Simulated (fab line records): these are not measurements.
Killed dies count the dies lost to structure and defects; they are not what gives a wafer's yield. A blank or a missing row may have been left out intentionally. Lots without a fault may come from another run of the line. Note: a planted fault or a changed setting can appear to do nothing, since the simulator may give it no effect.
fab line records    flow nandHarc
record: lots: 13  wafers: 37  lastDay: 33
route steps=1302 shown A_CONTACT@1007 END@1302
lots that met no fault: taken from a fault-free run of the same line
startH: hours from the record's opening day to when the first of the lot's shown wafers began    waitH: how many hours have passed since the lot's step before this one    " identical to the entry in the row above    L1.1+2: one row covering several wafers at once    - no value, or no start given    * or withheld: withheld    < > ~ a bound
route shown NAME@n: names a module that has steps shown in the file, with the first one's number in the route    usual: mean and standard deviation over wafers with no fault    same: alike in all rows    chamber/n: place in a boat    sites: per-site readings    _std_site: their standard deviation    _edge_site: inner sites' mean taken away from outer sites' mean    radiusMm: for every site, how far away it sits from the centre of the wafer    mask NAME#n: copy n    behind: the last tool/chamber to shape the wafer    hold: cause of the lot's hold/its duration in hours/its outcome    device: the n, p or np transistor that did not switch    end of line: the same wafers' tests at the end of the route    a step with no rows: only its recipe    killed: not the wafer's yield, but the dies lost to structure and defects at the first sort    map: a wafer's dies, x killed, . not, _ none there
set.NAME: setting as actually run; set.NAME@STEP: the setting as run at that earlier step    model.NAME: the simulator's own value behind a step, which no gauge read
route steps across a sampled set of lots; one table per step, one row per wafer
services: from which hour (startH, from the record's first day; less than 0 if before it) a tool's chamber was out of use, for how many hours, and why
== steps ==
step: NHARC_A_CONTACT_ETCH_113
recipe: sourceW: withheld  pressureMtorr: 20  biasV: 3000  timeS: 190  targetDepthA: 18500  arFlowSccm: withheld  c4f8FlowSccm: withheld  o2FlowSccm: withheld  chemistry: C4F8/O2/Ar
usual: oesAirLineAu: 0.999/0.021  runLengthS: 190/0
lot.wafer  tool           chamber  startH  waitH  oesAirLineAu  rfHoursCounterH  runLengthS
L326.1     harCapEtch-03  0        506.60  0.1    0.939         40               190
L326.2     "              1        "       "      0.978         40               190
L326.5     "              1        "       "      0.952         -                190
L325.1     harCapEtch-02  1        507.00  0.1    1.022         83               190
L325.4     "              1        "       "      1.018         -                190
L325.6     "              0        "       "      0.965         -                190
L327.2     harCapEtch-02  0        526.12  0.1    1.027         88               190
L327.1     "              1        "       "      1.017         88               190
L327.3     "              0        "       "      0.992         -                190
L328.1     harCapEtch-03  1        540.41  0.1    0.992         47               190
L328.2     "              0        "       "      0.994         47               190
L328.5     "              0        "       "      0.995         -                190
L331.4     harCapEtch-03  1        556.23  0.1    1.025         -                190
L331.3     "              0        "       "      1.009         -                190
L331.6     "              0        "       "      0.971         -                190
L330.5     harCapEtch-03  1        582.74  0.1    0.992         -                190
L335.3     harCapEtch-01  1        596.16  0.1    1.011         -                190
L335.4     "              0        "       "      0.931         -                190
L335.5     "              1        "       "      1.001         -                190
L340.1     harCapEtch-02  0        633.38  0.1    0.988         110              190
L340.4     "              1        "       "      0.995         -                190
L340.3     "              0        "       "      0.973         -                190
L342.3     harCapEtch-02  0        645.67  0.1    1.004         -                190
L342.6     "              1        "       "      0.990         -                190
L342.5     "              0        "       "      1.020         -                190
L344.1     harCapEtch-01  1        682.91  0.1    0.983         32               190
L344.4     "              1        "       "      0.996         -                190
L344.6     "              0        "       "      1.024         -                190
L343.2     harCapEtch-03  1        690.93  0.1    1.012         74               190
L343.1     "              0        "       "      1.015         74               190
L343.5     "              1        "       "      1.037         -                190
L348.1     harCapEtch-01  1        711.37  0.1    1.006         39               190
L348.3     "              1        "       "      0.982         -                190
L348.6     "              0        "       "      1.006         -                190
L346.1     harCapEtch-03  1        711.52  0.1    1.036         79               190
L346.4     "              0        "       "      1.022         -                190
L346.5     "              0        "       "      0.985         -                190
step: NHARC_A_CONTACT_ETCH_115
recipe: sourceW: withheld  pressureMtorr: 20  biasV: 3000  timeS: 190  targetDepthA: 18500  arFlowSccm: withheld  c4f8FlowSccm: withheld  o2FlowSccm: withheld  chemistry: C4F8/O2/Ar
usual: oesAirLineAu: 1.003/0.02  runLengthS: 190/0
lot.wafer  tool           chamber  startH  waitH  oesAirLineAu  rfHoursCounterH  runLengthS
L326.1     harCapEtch-03  0        506.94  0.1    1.020         40               190
L326.2     "              1        "       "      0.999         40               190
L326.5     "              1        "       "      0.997         -                190
L325.1     harCapEtch-02  1        507.34  0.1    1.033         84               190
L325.4     "              1        "       "      1.017         -                190
L325.6     "              0        "       "      0.977         -                190
L327.2     harCapEtch-02  0        526.47  0.1    0.993         88               190
L327.1     "              1        "       "      0.995         88               190
L327.3     "              0        "       "      0.978         -                190
L328.1     harCapEtch-03  1        540.76  0.1    0.993         47               190
L328.2     "              0        "       "      0.983         47               190
L328.5     "              0        "       "      1.007         -                190
L331.4     harCapEtch-03  1        556.58  0.1    1.003         -                190
L331.3     "              0        "       "      1.017         -                190
L331.6     "              0        "       "      0.988         -                190
L330.5     harCapEtch-03  1        583.08  0.1    0.980         -                190
L335.3     harCapEtch-01  1        596.50  0.1    1.045         -                190
L335.4     "              0        "       "      1.015         -                190
L335.5     "              1        "       "      1.018         -                190
L340.1     harCapEtch-02  0        633.72  0.1    0.962         110              190
L340.4     "              1        "       "      1.016         -                190
L340.3     "              0        "       "      0.970         -                190
L342.3     harCapEtch-02  0        646.01  0.1    0.993         -                190
L342.6     "              1        "       "      1.002         -                190
L342.5     "              0        "       "      0.989         -                190
L344.1     harCapEtch-01  1        683.25  0.1    0.998         32               190
L344.4     "              1        "       "      0.990         -                190
L344.6     "              0        "       "      0.973         -                190
L343.2     harCapEtch-03  1        691.27  0.1    1.039         74               190
L343.1     "              0        "       "      1.028         74               190
L343.5     "              1        "       "      1.013         -                190
L348.1     harCapEtch-01  1        711.71  0.1    1.006         39               190
L348.3     "              1        "       "      1.021         -                190
L348.6     "              0        "       "      1.006         -                190
L346.1     harCapEtch-03  1        711.87  0.1    1.014         79               190
L346.4     "              0        "       "      0.976         -                190
L346.5     "              0        "       "      1.008         -                190
step: NHARC_A_CONTACT_ETCH_90
recipe: targetDepthA: 400  overEtchFrac: 0.5  timeS: 85.7  ionEnergyEv: 120  ch3fFlowSccm: 50  o2FlowSccm: 30  arFlowSccm: 200  rfW: 500  biasW: 100  chemistry: CH3F/O2
usual: drypumpMotorCurrentA: 5.8/0.37  oesProductAu: 0.934/0.028  rfFwdPowerW: 496.2/1.7  rfVppV: 243.4/1.8  runLengthS: 107.0/0.53  showerheadPlenumPTorr: 2.40/0.13  throttleValvePct: 20.662/0.0084
lot.wafer  tool        chamber  startH  waitH  drypumpMotorCurrentA  oesProductAu  rfFwdPowerW  rfHoursCounterH  rfVppV  runLengthS  showerheadPlenumPTorr  throttleValvePct
L326.2     rieDiel-02  3        509.29  0.8    5.8                   0.942         497.5        15               241.2   106.8       2.31                   20.666
L326.1     "           2        "       "      5.8                   0.959         497.5        15               241.8   107.9       2.29                   20.653
L326.5     "           0        "       "      6.0                   0.940         495.9        -                246.7   106.0       2.60                   20.676
L325.4     rieDiel-01  3        509.69  0.6    5.2                   0.930         498.4        37               243.4   107.2       2.32                   20.660
L325.1     "           1        "       "      6.4                   0.901         494.3        45               245.4   106.4       2.51                   20.643
L325.6     "           2        "       "      5.7                   0.916         494.3        -                242.6   107.0       2.35                   20.672
L327.3     rieDiel-02  3        528.81  0.7    5.9                   0.923         496.0        20               243.8   106.7       2.31                   20.669
L327.1     "           0        "       "      6.0                   0.917         496.7        19               245.1   105.9       2.60                   20.662
L327.2     "           1        "       "      5.7                   0.919         497.7        13               242.5   106.6       2.31                   20.660
L328.2     rieDiel-01  3        543.12  0.8    5.2                   0.931         498.0        48               242.9   107.6       2.31                   20.661
L328.1     "           0        "       "      5.1                   0.909         499.9        49               245.3   107.0       2.41                   20.657
L328.5     "           3        "       "      5.2                   0.937         498.2        -                241.8   106.9       2.31                   20.666
L331.3     rieDiel-02  1        558.90  0.7    5.7                   1.003         495.7        21               242.4   107.3       2.30                   20.662
L331.4     "           2        "       "      5.8                   1.013         496.8        -                242.1   108.0       2.28                   20.668
L331.6     "           3        "       "      5.9                   0.979         498.0        -                243.9   107.0       2.31                   20.662
L330.5     rieDiel-02  1        585.37  0.6    5.7                   0.926         -            -                241.2   75.4        2.30                   20.655
L335.4     rieDiel-02  2        598.78  0.6    5.8                   0.936         497.0        4                242.1   107.5       2.28                   20.674
L335.3     "           1        "       "      5.7                   0.928         -            4                241.1   75.5        2.30                   20.662
L335.5     "           3        "       "      5.9                   0.920         497.8        -                242.6   107.2       2.31                   20.658
L340.3     rieDiel-06  1        636.04  0.6    6.8                   0.910         498.3        46               247.5   106.6       2.60                   20.652
L340.1     "           2        "       "      5.3                   0.910         492.3        49               245.3   107.7       2.62                   20.659
L340.4     "           3        "       "      6.0                   0.936         496.5        50               245.1   106.9       2.49                   20.662
L342.3     rieDiel-06  2        648.31  0.7    5.2                   0.918         496.8        56               246.1   107.3       2.62                   20.649
L342.5     "           3        "       "      6.0                   0.943         496.8        -                243.8   107.5       2.49                   20.652
L342.6     "           0        "       "      5.7                   0.904         498.9        -                245.9   107.9       2.50                   20.655
L344.4     rieDiel-02  1        685.59  0.6    5.7                   0.939         497.7        19               242.4   106.7       2.29                   20.660
L344.1     "           2        "       "      5.8                   0.941         497.7        18               242.7   107.8       2.28                   20.666
L344.6     "           1        "       "      5.7                   0.926         498.4        -                240.8   106.9       2.29                   20.666
L343.1     rieDiel-06  1        693.62  0.8    6.8                   0.906         497.5        8                246.2   107.0       2.59                   20.667
L343.2     "           2        "       "      5.3                   0.902         494.5        7                244.8   107.1       2.61                   20.649
L343.5     "           1        "       "      6.8                   0.911         498.7        -                247.4   106.7       2.59                   20.659
L348.3     rieDiel-02  2        714.04  0.6    5.8                   1.012         497.7        26               242.7   107.8       2.27                   20.655
L348.1     "           0        "       "      6.0                   0.997         495.5        23               246.1   106.2       2.59                   20.682
L348.6     "           2        "       "      5.8                   0.998         494.7        -                240.5   107.9       2.27                   20.652
L346.1     rieDiel-02  2        714.21  0.8    5.8                   0.938         496.1        26               240.0   107.8       2.27                   20.674
L346.4     "           0        "       "      6.0                   0.920         495.3        23               246.6   106.1       2.59                   20.660
L346.5     "           2        "       "      5.8                   0.933         496.4        -                242.2   107.6       2.27                   20.661
step: NHARC_A_CONTACT_CD_MEAS_53
usual: cdNm: 289.5/0.8
lot.wafer  tool      chamber  startH  waitH  cdNm
L326.1     cdSem-03  -        509.54  -      288.7
L326.2     "         -        "       "      289.9
L326.5     "         -        "       "      289.3
L325.1     cdSem-01  -        509.89  -      288.6
L325.4     "         -        "       "      288.9
L325.6     "         -        "       "      289.4
L327.1     cdSem-03  -        529.06  -      289.1
L327.2     "         -        "       "      289.4
L327.3     "         -        "       "      289.3
L328.1     cdSem-01  -        543.33  -      289.9
L328.2     "         -        "       "      290.1
L328.5     "         -        "       "      290.0
L331.3     cdSem-01  -        559.14  -      289.6
L331.4     "         -        "       "      288.1
L331.6     "         -        "       "      289.2
L330.5     cdSem-01  -        585.53  -      288.8
L335.3     cdSem-01  -        599.01  -      288.7
L335.4     "         -        "       "      288.4
L335.5     "         -        "       "      289.5
L340.1     cdSem-01  -        636.26  -      290.3
L340.3     "         -        "       "      289.7
L340.4     "         -        "       "      290.4
L342.3     cdSem-03  -        648.49  -      290.3
L342.5     "         -        "       "      290.3
L342.6     "         -        "       "      288.8
L344.1     cdSem-01  -        685.80  -      289.3
L344.4     "         -        "       "      290.2
L344.6     "         -        "       "      290.3
L343.1     cdSem-03  -        693.84  -      290.2
L343.2     "         -        "       "      290.3
L343.5     "         -        "       "      290.1
L348.1     cdSem-03  -        714.24  -      290.1
L348.3     "         -        "       "      289.4
L348.6     "         -        "       "      290.0
L346.1     cdSem-01  -        714.46  -      290.2
L346.4     "         -        "       "      291.5
L346.5     "         -        "       "      290.1
step: NHARC_END_SORT_01
recipe: tempC: 25
usual: killedAtArray: 47/18  killedAtOther: 0.9/1.1  killedAtPeriphery: 4/3.1  killedDies: 52/18  killedOpen: 3.1/1.5  killedShort: 2.4/1.5
same: grossDies: 677
lot.wafer  tool       chamber  startH  waitH  killedAtArray  killedAtOther  killedAtPeriphery  killedDies  killedOpen  killedShort
L326.1     prober-01  0        568.86  2.5    67             1              1                  69          3           2
L326.2     prober-01  0        569.66  2.8    35             1              0                  36          2           1
L326.5     prober-01  0        572.08  3.7    41             0              2                  43          2           1
L327.1     prober-01  0        592.09  2.5    28             0              2                  30          2           3
L327.2     prober-01  0        592.89  2.8    18             2              5                  25          3           1
L327.3     prober-01  0        593.70  3.1    24             0              2                  26          6           2
L331.3     prober-02  0        633.30  3.1    73             4              1                  78          4           1
L331.4     prober-02  0        634.10  3.4    65             0              3                  68          4           5
L331.6     prober-02  0        635.71  4.0    73             2              7                  82          3           2
L330.5     prober-02  0        659.00  3.6    24             2              6                  32          1           1
L340.1     prober-02  0        711.59  2.5    53             0              17                 70          7           6
L340.3     prober-02  0        713.19  3.1    40             1              10                 51          1           2
L340.4     prober-02  0        713.99  3.4    69             0              8                  77          4           2
L344.1     prober-01  0        750.10  2.5    44             2              1                  47          0           2
L344.4     prober-01  0        752.50  3.4    50             0              2                  52          3           4
L344.6     prober-01  0        754.10  4.0    57             0              2                  59          5           1
L343.1     prober-01  0        763.86  2.5    65             0              1                  66          3           1
L343.2     prober-01  0        764.67  2.8    64             1              1                  66          2           3
L343.5     prober-01  0        767.08  3.7    56             2              3                  61          2           4
L346.1     prober-01  0        780.28  2.5    36             1              5                  42          2           1
L346.4     prober-01  0        782.66  3.4    26             0              4                  30          2           1
L346.5     prober-01  0        783.46  3.7    24             0              3                  27          4           4
killed by level:class
L326.1 A_CHANNEL_HOLE_D1:chamberFilmFlake=36 A_CHANNEL_HOLE_D2:chamberFilmFlake=13 A_STAIRCASE:chamberFilmFlake=5 A_BLC:geometricParticle:open=3 A_DECK1_JOINT:chamberFilmFlake=3 A_CONTACT:chamberFilmFlake=3 A_M0:chamberFilmFlake=2 A_CHANNEL_FILL_D1:geometricParticle:short=1
L326.2 A_CHANNEL_HOLE_D1:chamberFilmFlake=26 A_CHANNEL_HOLE_D2:chamberFilmFlake=3 A_CHANNEL_FILL_D2:geometricParticle:open=1 A_WL_FILL:geometricParticle:short=1 A_M1:geometricParticle:open=1 A_DECK1_JOINT:chamberFilmFlake=1 A_STAIRCASE:chamberFilmFlake=1 A_CONTACT:chamberFilmFlake=1
L326.5 A_CHANNEL_HOLE_D1:chamberFilmFlake=25 A_CONTACT:chamberFilmFlake=5 A_CHANNEL_HOLE_D2:chamberFilmFlake=4 A_STAIRCASE:chamberFilmFlake=3 P_CONTACT:geometricParticle:open=1 A_DECK1_JOINT:geometricParticle:short=1 A_SGD_CUT:geometricParticle:open=1 P_STI:chamberFilmFlake=1
L327.1 A_CHANNEL_HOLE_D2:chamberFilmFlake=12 A_CONTACT:chamberFilmFlake=3 A_M1:chamberFilmFlake=3 A_DECK1_JOINT:geometricParticle:short=2 A_CHANNEL_HOLE_D1:chamberFilmFlake=2 A_STAIRCASE:chamberFilmFlake=2 P_CONTACT:geometricParticle:open=1 A_DECK1_JOINT:geometricParticle:open=1
L327.2 A_CHANNEL_HOLE_D2:chamberFilmFlake=5 A_CONTACT:chamberFilmFlake=5 P_CONTACT:chamberFilmFlake=2 P_M2:chamberFilmFlake=2 A_STAIRCASE:chamberFilmFlake=2 A_SGD_CUT:chamberFilmFlake=2 P_M1:geometricParticle:open=1 A_CHANNEL_FILL_D2:geometricParticle:open=1
L327.3 A_CHANNEL_HOLE_D2:chamberFilmFlake=9 A_CONTACT:chamberFilmFlake=3 A_M0:geometricParticle:open=2 A_STAIRCASE:chamberFilmFlake=2 A_CHANNEL_HOLE_D1:geometricParticle:short=1 A_DECK1_JOINT:geometricParticle:open=1 A_ONON_D2:geometricParticle:open=1 A_CHANNEL_FILL_D2:geometricParticle:short=1
L331.3 A_CHANNEL_HOLE_D1:chamberFilmFlake=29 A_SLIT:chamberFilmFlake=24 A_CHANNEL_HOLE_D2:chamberFilmFlake=5 THIN_TSV:chamberFilmFlake=4 A_WL_FILL:chamberFilmFlake=3 A_M1:chamberFilmFlake=3 A_CHANNEL_FILL_D2:geometricParticle:open=2 A_ONON_D1:geometricParticle:open=1
L331.4 A_SLIT:chamberFilmFlake=19 A_CHANNEL_HOLE_D1:chamberFilmFlake=14 A_CONTACT:chamberFilmFlake=10 A_CHANNEL_HOLE_D2:chamberFilmFlake=6 A_M1:chamberFilmFlake=4 A_CHANNEL_FILL_D1:geometricParticle:short=2 P_GATE:chamberFilmFlake=2 A_CHANNEL_FILL_D2:chamberFilmFlake=2
L331.6 A_CHANNEL_HOLE_D1:chamberFilmFlake=32 A_SLIT:chamberFilmFlake=21 A_CHANNEL_HOLE_D2:chamberFilmFlake=6 A_CONTACT:chamberFilmFlake=6 A_CHANNEL_FILL_D2:chamberFilmFlake=3 P_GATE:chamberFilmFlake=2 A_M1:chamberFilmFlake=2 THIN_TSV:chamberFilmFlake=2
L330.5 A_CHANNEL_HOLE_D2:chamberFilmFlake=12 P_GATE:chamberFilmFlake=4 A_SLIT:chamberFilmFlake=3 A_WL_FILL:chamberFilmFlake=3 P_STI:chamberFilmFlake=2 A_CONTACT:chamberFilmFlake=2 THIN_TSV:chamberFilmFlake=2 A_CHANNEL_FILL_D2:geometricParticle:open=1
L340.1 A_CHANNEL_HOLE_D2:chamberFilmFlake=16 A_CHANNEL_HOLE_D1:chamberFilmFlake=10 P_CONTACT:chamberFilmFlake=8 A_CONTACT:chamberFilmFlake=6 A_SLIT:chamberFilmFlake=6 P_M2:chamberFilmFlake=4 A_STAIRCASE:chamberFilmFlake=4 A_M0:geometricParticle:open=3
L340.3 A_CHANNEL_HOLE_D2:chamberFilmFlake=14 A_CHANNEL_HOLE_D1:chamberFilmFlake=12 A_CONTACT:chamberFilmFlake=9 P_GATE:chamberFilmFlake=4 P_M2:chamberFilmFlake=3 P_CONTACT:chamberFilmFlake=2 A_DECK1_JOINT:geometricParticle:short=1 A_CHANNEL_FILL_D2:geometricParticle:open=1
L340.4 A_CHANNEL_HOLE_D1:chamberFilmFlake=33 A_CHANNEL_HOLE_D2:chamberFilmFlake=19 A_CONTACT:chamberFilmFlake=10 P_CONTACT:chamberFilmFlake=3 P_M0:geometricParticle:short=2 P_ZERO_WELL:chamberFilmFlake=2 A_ONON_D1:geometricParticle:open=1 A_DECK1_JOINT:geometricParticle:open=1
L344.1 A_CHANNEL_HOLE_D2:chamberFilmFlake=19 A_CHANNEL_HOLE_D1:chamberFilmFlake=7 A_STAIRCASE:chamberFilmFlake=6 A_WL_FILL:chamberFilmFlake=5 A_SLIT:chamberFilmFlake=2 A_CONTACT:chamberFilmFlake=2 A_M0:chamberFilmFlake=2 THIN_TSV:chamberFilmFlake=2
L344.4 A_CHANNEL_HOLE_D2:chamberFilmFlake=14 A_CHANNEL_HOLE_D1:chamberFilmFlake=7 A_SLIT:chamberFilmFlake=7 A_M0:chamberFilmFlake=7 A_WL_FILL:chamberFilmFlake=4 A_STAIRCASE:chamberFilmFlake=3 P_GATE:geometricParticle:short=1 A_SOURCE_PLATE:geometricParticle:open=1
L344.6 A_CHANNEL_HOLE_D2:chamberFilmFlake=23 A_CHANNEL_HOLE_D1:chamberFilmFlake=8 A_STAIRCASE:chamberFilmFlake=6 A_SLIT:chamberFilmFlake=6 A_M0:chamberFilmFlake=5 A_WL_FILL:chamberFilmFlake=2 P_M0:geometricParticle:open=1 A_SOURCE_PLATE:geometricParticle:open=1
L343.1 A_SLIT:chamberFilmFlake=23 A_CHANNEL_HOLE_D2:chamberFilmFlake=20 A_CONTACT:chamberFilmFlake=11 A_CHANNEL_HOLE_D1:chamberFilmFlake=3 P_M0:geometricParticle:open=1 A_DECK1_JOINT:geometricParticle:open=1 A_CHANNEL_FILL_D2:geometricParticle:open=1 A_BLC:geometricParticle:short=1
L343.2 A_SLIT:chamberFilmFlake=21 A_CHANNEL_HOLE_D2:chamberFilmFlake=17 A_CHANNEL_HOLE_D1:chamberFilmFlake=8 A_CONTACT:chamberFilmFlake=8 A_M0:geometricParticle:short=2 A_CHANNEL_FILL_D1:chamberFilmFlake=2 A_STAIRCASE:chamberFilmFlake=2 P_M0:geometricParticle:open=1
L343.5 A_CHANNEL_HOLE_D2:chamberFilmFlake=17 A_SLIT:chamberFilmFlake=12 A_CHANNEL_HOLE_D1:chamberFilmFlake=11 A_CONTACT:chamberFilmFlake=4 A_WL_FILL:geometricParticle:short=2 A_STAIRCASE:chamberFilmFlake=2 A_SGD_CUT:chamberFilmFlake=2 THIN_TSV:chamberFilmFlake=2
L346.1 A_CONTACT:chamberFilmFlake=13 A_SLIT:chamberFilmFlake=10 A_CHANNEL_FILL_D1:chamberFilmFlake=7 A_CHANNEL_HOLE_D2:chamberFilmFlake=2 P_CONTACT:geometricParticle:open=1 P_M0:geometricParticle:short=1 A_M0:geometricParticle:open=1 P_STI:chamberFilmFlake=1
L346.4 A_SLIT:chamberFilmFlake=8 A_CONTACT:chamberFilmFlake=6 A_CHANNEL_HOLE_D1:chamberFilmFlake=3 A_CHANNEL_FILL_D1:chamberFilmFlake=2 P_GATE:geometricParticle:open=1 A_DECK1_JOINT:geometricParticle:short=1 A_CHANNEL_FILL_D2:geometricParticle:open=1 P_STI:chamberFilmFlake=1
L346.5 A_CONTACT:chamberFilmFlake=6 A_SLIT:chamberFilmFlake=4 A_DECK1_JOINT:geometricParticle:open=2 A_CHANNEL_HOLE_D1:chamberFilmFlake=2 P_STI:geometricParticle:open=1 P_CONTACT:geometricParticle:open=1 A_CHANNEL_HOLE_D1:geometricParticle:short=1 A_CHANNEL_FILL_D1:geometricParticle:short=1
== services ==
tool           chamber  startH  hours  kind
rieDiel-06     -        484.32  9.0    pm
rieDiel-02     1        490.68  29.6   repair
harCapEtch-01  -        497.00  17.0   pm
rieDiel-02     0        501.27  -      clean
rieDiel-02     2        501.27  -      clean
rieDiel-02     3        501.27  -      clean
rieDiel-02     0        525.81  -      clean
rieDiel-02     1        525.81  -      clean
rieDiel-02     2        525.81  -      clean
rieDiel-02     3        525.81  -      clean
rieDiel-02     3        533.19  15.8   repair
rieDiel-02     0        550.63  -      clean
rieDiel-02     1        550.63  -      clean
rieDiel-02     2        550.63  -      clean
rieDiel-02     3        550.63  -      clean
rieDiel-01     -        558.16  9.0    pm
rieDiel-02     -        571.27  9.0    pm
rieDiel-02     0        571.27  9.0    ventCycle
rieDiel-02     1        571.27  9.0    ventCycle
harCapEtch-02  -        575.92  1.2    repair
harCapEtch-02  -        592.77  0.2    repair
rieDiel-02     3        610.42  14.1   repair
rieDiel-01     1        638.37  6.7    repair
rieDiel-06     -        661.47  9.0    pm
== key ==
firstSign: step: NHARC_A_CONTACT_ETCH_90  reading: runLengthS  direction: down  sigmas: 60  usual: *  struck: *
effect none on later readings
metAt NHARC_A_CONTACT_ETCH_90
struckLots L330,L335
struckWafers L330.5,L335.3
testerLeftOut L330,L335
notActingAt NHARC_A_CONTACT_ETCH_113,NHARC_A_CONTACT_ETCH_115,NHARC_A_CONTACT_CD_MEAS_53
onsetBetween 558.90 585.37
fault: kind: processParameterDrift  tool: rieDiel-02  chamber: 1  onsetH: 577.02  steps: NHARC_A_CONTACT_ETCH_90  channel: timeS  offset: *  shape: step  endH: 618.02  actsIn: *  stated: *
testerLeftOut: of these lots the tester's yield and bins aren't shown, on N5 and GAA mostly nor the transistor test; their killed dies are dies lost to structure and defects alone, not to doping, threshold or leakage, so they don't give the yield
